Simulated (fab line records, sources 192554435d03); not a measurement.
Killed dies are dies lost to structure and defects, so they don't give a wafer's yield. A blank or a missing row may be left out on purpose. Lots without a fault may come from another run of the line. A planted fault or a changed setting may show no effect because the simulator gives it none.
Which tool did it? | flow n5_finfet | 10 lots, 30 wafers sampled, at 4 steps of a route of 1938

WHAT THE GAUGES READ, wafer by wafer
The record holds no reading of a measuring or inspecting step that can be judged against a usual standard deviation.

WHICH TOOL RAN EACH LOT (tool, then ch and the chambers of the sampled wafers, then the start)
lot  | N5_BEOL_M13_ETCH_67                | N5_BEOL_M13_TRENCH_ETCH_34         | N5_BEOL_M13_STRIP_37                 | N5_BEOL_M13_ETCH_38
L586 | rie_diel-04 ch 0,2, day 12 15:34   | rie_diel-04 ch 0,2, day 12 15:55   | plasma_asher-01 ch 0,1, day 12 16:08 | rie_diel-05 ch 0,1, day 12 16:20
L588 | rie_diel-05 ch 1,2, day 13 07:59   | rie_diel-05 ch 1,2, day 13 08:22   | plasma_asher-01 ch 0, day 13 08:35   | rie_diel-05 ch 0,1,2, day 13 09:40
L590 | rie_diel-04 ch 0,1,3, day 13 13:10 | rie_diel-04 ch 0,1,3, day 13 13:32 | plasma_asher-02 ch 0,1, day 13 13:45 | rie_diel-05 ch 0,1,3, day 13 14:13
L591 | rie_diel-04 ch 1,2,3, day 13 17:08 | rie_diel-04 ch 1,2,3, day 13 17:30 | plasma_asher-02 ch 1, day 13 17:43   | rie_diel-05 ch 2,3, day 13 18:16
L598 | rie_diel-04 ch 0,1,3, day 15 07:36 | rie_diel-04 ch 0,1,3, day 15 07:58 | plasma_asher-02 ch 0,1, day 15 08:12 | rie_diel-05 ch 1,3, day 15 08:23
L599 | rie_diel-04 ch 0,3, day 15 15:11   | rie_diel-04 ch 0,3, day 15 15:34   | plasma_asher-01 ch 0,1, day 15 15:47 | rie_diel-04 ch 0,1,3, day 15 16:48
L601 | rie_diel-03 ch 0,1,3, day 16 14:11 | rie_diel-03 ch 0,1,3, day 16 14:34 | plasma_asher-02 ch 0,1, day 16 14:47 | rie_diel-03 ch 0,2,3, day 16 16:49
L602 | rie_diel-03 ch 0,1, day 17 07:46   | rie_diel-03 ch 0,1, day 17 08:08   | plasma_asher-01 ch 0,1, day 17 08:22 | rie_diel-03 ch 2,3, day 17 10:58
L604 | rie_diel-05 ch 1,3, day 17 11:33   | rie_diel-05 ch 1,3, day 17 11:55   | plasma_asher-01 ch 0,1, day 17 12:08 | rie_diel-04 ch 1,2,3, day 17 12:45
L605 | rie_diel-03 ch 1,3, day 18 03:06   | rie_diel-03 ch 1,3, day 18 03:28   | plasma_asher-02 ch 0,1, day 18 03:43 | rie_diel-04 ch 0,2,3, day 18 03:46
- N5_BEOL_M13_ETCH_67: etches SiARC in CF4, target depth 143 nm, time 238.3 s.
- N5_BEOL_M13_TRENCH_ETCH_34: etches SiOC in C4F8/O2/Ar, target depth 413.47 nm, time 162.6 s.
- N5_BEOL_M13_STRIP_37: strips in N2/H2.
- N5_BEOL_M13_ETCH_38: etches SiCN in CF4/N2, target depth 67.5 nm, time 71.9 s.

WHAT THE TOOLS THEMSELVES READ (means of the sampled wafers that have a number; where no wafer has one, the mark that the record gives instead)
N5_BEOL_M13_ETCH_67. Usual: drypump_motor_current_A 5.5 A, standard deviation 0.52; etch_rf_on_time_s 239 s, standard deviation 5.4; oes_product_au 0.65 a.u., standard deviation 0.067; rf_vpp_V 184.1 V, standard deviation 1.1; showerhead_plenum_p_Torr 2.15 Torr, standard deviation 0.077; throttle_valve_pct 15.75 %, standard deviation 0.23.
lot  | tool        | drypump_motor_current_A (A) | etch_rf_on_time_s (s) | oes_product_au (a.u.) | rf_vpp_V (V) | showerhead_plenum_p_Torr (Torr) | throttle_valve_pct (%) | flag
L586 | rie_diel-04 | 5.2                         | 236                   | 0.61                  | 183.5        | 2.10                            | 15.59                  |
L588 | rie_diel-05 | 5.4                         | 238                   | 0.70                  | 185.5        | 2.26                            | 15.79                  |
L590 | rie_diel-04 | 5.0                         | 244                   | 0.61                  | 184.5        | 2.18                            | 15.79                  |
L591 | rie_diel-04 | 5.0                         | 241                   | 0.61                  | 183.5        | 2.15                            | 15.90                  |
L598 | rie_diel-04 | 5.0                         | 294                   | 0.58                  | 184.0        | 2.18                            | 15.80                  | OFF
L599 | rie_diel-04 | 5.0                         | 293                   | 0.57                  | 183.6        | 2.17                            | 15.71                  | OFF
L601 | rie_diel-03 | 5.7                         | 242                   | 0.63                  | 183.5        | 2.08                            | 15.92                  |
L602 | rie_diel-03 | 5.3                         | 243                   | 0.60                  | 182.6        | 2.05                            | 15.99                  |
L604 | rie_diel-05 | 5.8                         | 235                   | 0.67                  | 185.0        | 2.19                            | 15.73                  |
L605 | rie_diel-03 | 6.1                         | 242                   | 0.62                  | 183.7        | 2.11                            | 15.94                  |

N5_BEOL_M13_TRENCH_ETCH_34. Usual: drypump_motor_current_A 5.5 A, standard deviation 0.52; he_outer_torr 30.01 Torr, standard deviation 0.057; oes_product_au 0.76 a.u., standard deviation 0.079; rf_vpp_V 666 V, standard deviation 3.4; showerhead_plenum_p_Torr 3.42 Torr, standard deviation 0.12; throttle_valve_pct 24.29 %, standard deviation 0.28.
lot  | tool        | drypump_motor_current_A (A) | he_outer_torr (Torr) | oes_product_au (a.u.) | rf_vpp_V (V) | showerhead_plenum_p_Torr (Torr) | throttle_valve_pct (%) | flag
L586 | rie_diel-04 | 5.2                         | 30.00                | 0.70                  | 664          | 3.34                            | 24.00                  |
L588 | rie_diel-05 | 5.4                         | 30.03                | 0.83                  | 669          | 3.60                            | 24.40                  |
L590 | rie_diel-04 | 5.1                         | 29.99                | 0.72                  | 668          | 3.48                            | 24.33                  |
L591 | rie_diel-04 | 5.0                         | 29.98                | 0.71                  | 666          | 3.43                            | 24.41                  |
L598 | rie_diel-04 | 5.1                         | 30.01                | 0.70                  | 667          | 3.47                            | 24.34                  |
L599 | rie_diel-04 | 5.0                         | 30.06                | 0.71                  | 667          | 3.46                            | 24.21                  |
L601 | rie_diel-03 | 5.8                         | 29.98                | 0.74                  | 662          | 3.33                            | 24.53                  |
L602 | rie_diel-03 | 5.3                         | 30.00                | 0.70                  | 662          | 3.28                            | 24.51                  |
L604 | rie_diel-05 | 5.8                         | 30.07                | 0.78                  | 667          | 3.49                            | 24.32                  |
L605 | rie_diel-03 | 6.1                         | 30.04                | 0.72                  | 664          | 3.37                            | 24.53                  |

N5_BEOL_M13_STRIP_37. Usual: drypump_motor_current_A 5.23 A, standard deviation 0.23; heater_power_w 348 W, standard deviation 40; n2_flow_sccm 1750 sccm, standard deviation 5.9; oes_product_au 0.784 a.u., standard deviation 0.01.
lot  | tool            | drypump_motor_current_A (A) | heater_power_w (W) | n2_flow_sccm (sccm) | oes_product_au (a.u.) | flag
L586 | plasma_asher-01 | 5.27                        | 294                | 1745                | 0.798                 |
L588 | plasma_asher-01 | 4.81                        | 338                | 1747                | 0.777                 |
L590 | plasma_asher-02 | 5.31                        | 381                | 1749                | 0.785                 |
L591 | plasma_asher-02 | 5.20                        | 351                | 1745                | 0.774                 |
L598 | plasma_asher-02 | 5.24                        | 372                | 1749                | 0.778                 |
L599 | plasma_asher-01 | 5.25                        | 303                | 1750                | 0.790                 |
L601 | plasma_asher-02 | 5.34                        | 385                | 1750                | 0.786                 |
L602 | plasma_asher-01 | 5.25                        | 304                | 1742                | 0.790                 |
L604 | plasma_asher-01 | 5.26                        | 305                | 1749                | 0.782                 |
L605 | plasma_asher-02 | 5.31                        | 379                | 1750                | 0.783                 |

N5_BEOL_M13_ETCH_38. Usual: drypump_motor_current_A 5.5 A, standard deviation 0.51; n2_flow_sccm 59.99 sccm, standard deviation 0.19; oes_product_au 0.79 a.u., standard deviation 0.087; rf_vpp_V 382.9 V, standard deviation 2.2; showerhead_plenum_p_Torr 2.23 Torr, standard deviation 0.083; throttle_valve_pct 15.53 %, standard deviation 0.23.
lot  | tool        | drypump_motor_current_A (A) | n2_flow_sccm (sccm) | oes_product_au (a.u.) | rf_vpp_V (V) | showerhead_plenum_p_Torr (Torr) | throttle_valve_pct (%) | flag
L586 | rie_diel-05 | 5.7                         | 59.96               | 0.81                  | 384.9        | 2.33                            | 15.56                  |
L588 | rie_diel-05 | 5.5                         | 60.14               | 0.83                  | 384.5        | 2.33                            | 15.52                  |
L590 | rie_diel-05 | 5.9                         | 60.01               | 0.82                  | 383.7        | 2.26                            | 15.41                  |
L591 | rie_diel-05 | 5.7                         | 60.05               | 0.84                  | 382.4        | 2.20                            | 15.28                  |
L598 | rie_diel-05 | 5.8                         | 59.90               | 0.79                  | 383.1        | 2.26                            | 15.51                  |
L599 | rie_diel-04 | 5.0                         | 59.91               | 0.70                  | 383.9        | 2.24                            | 15.65                  |
L601 | rie_diel-03 | 5.8                         | 59.85               | 0.81                  | 381.5        | 2.16                            | 15.55                  |
L602 | rie_diel-03 | 6.2                         | 60.05               | 0.86                  | 381.4        | 2.18                            | 15.50                  |
L604 | rie_diel-04 | 5.0                         | 59.89               | 0.81                  | 384.8        | 2.29                            | 15.61                  |
L605 | rie_diel-04 | 5.1                         | 59.86               | 0.79                  | 383.1        | 2.26                            | 15.42                  |

THE ANSWER, worked out from the rows above alone
Rule: a lot is off if the mean of its wafers that have a number lies more than 3 standard deviations from the usual mean. A lot without any number at a reading at which 4 lots or more have one is off too. The other lots that the step has rows for count as sound. The gauges are gone through in route order, then the tools' own readings, and for those a lot's mean is taken as printed above. The first step at which some lot is off is used, and at that step the reading that is off furthest; a lot without a number counts as furthest.
Off: L598, L599, at N5_BEOL_M13_ETCH_67 (etch_rf_on_time_s).
A tool fits if, at that step or a process step before it, it ran every lot that is off, and no sound lot after the first of them. One fits: rie_diel-04 at N5_BEOL_M13_ETCH_67. Its last sound lot is L591 (day 13 17:08), its first lot that is off L598 (day 15 07:36): a fault that began between those two fits.
The tool's own readings at N5_BEOL_M13_ETCH_67 bear it out: on the lots that are off they differ by more than 5 times the standard deviation of the sound lots' means. etch_rf_on_time_s reads 294 s there against 240 s on the sound lots.

WHAT THE SIMULATOR HAD PUT IN
Process parameter drift: rie_diel-04, from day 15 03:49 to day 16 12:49, at N5_BEOL_M13_ETCH_67. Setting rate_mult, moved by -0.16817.
Lots struck among those shown: L598, L599. The rule above found the same.
